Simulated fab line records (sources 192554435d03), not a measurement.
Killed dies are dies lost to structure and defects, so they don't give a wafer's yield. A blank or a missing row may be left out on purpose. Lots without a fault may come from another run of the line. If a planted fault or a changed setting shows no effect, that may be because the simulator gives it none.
Chamber matching -- flow n5-finfet -- N5_BEOL_M2_DESCUM_16 on rie-diel-04: 4 sister chambers
The step chemistry O2, time 7 s. 4 wafers are shown with their chamber, then 10 later ones without.

## WAFERS WITH THEIR CHAMBER
wafer,chamber,drypump-motor-current-A (A)
L086.1,3,5.1
L086.2,2,5.6
L086.6,0,6.0
L088.5,1,5.6

## WAFERS MISSING THEIR CHAMBER
wafer,drypump-motor-current-A (A)
L088.6,5.1
L094.1,6.0
L094.5,5.7
L094.6,5.1
L093.2,5.1
L093.3,6.0
L093.5,6.0
L097.3,6.0
L097.5,6.0
L097.6,5.6

## WHICH CHAMBER EACH ONE RAN IN
wafer,from the rows above,in truth
L088.6,3,3
L094.1,0,0
L094.5,can't be placed: 1 or 2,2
L094.6,3,3
L093.2,3,3
L093.3,0,0
L093.5,0,0
L097.3,0,0
L097.5,0,0
L097.6,can't be placed: 1 or 2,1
Correct placement for 8 of the 10. Can't be placed from these rows: 2 (the true chamber is among the candidates in 2). 0 placed wrongly.
How it was worked out, from the rows above alone: a wafer's distance from a chamber is the root of the sum, over the readings, of the square of ((its reading less the chamber's mean) divided by the reading's scatter). The wafer belongs to the nearest chamber; if the next one is less than 2 further off, it can't be placed. For every chamber, the mean is computed from those of its wafers that are shown. The scatter: with one shown wafer a chamber, the root of the mean of the squares of how far each hidden wafer lies from its nearest shown one.
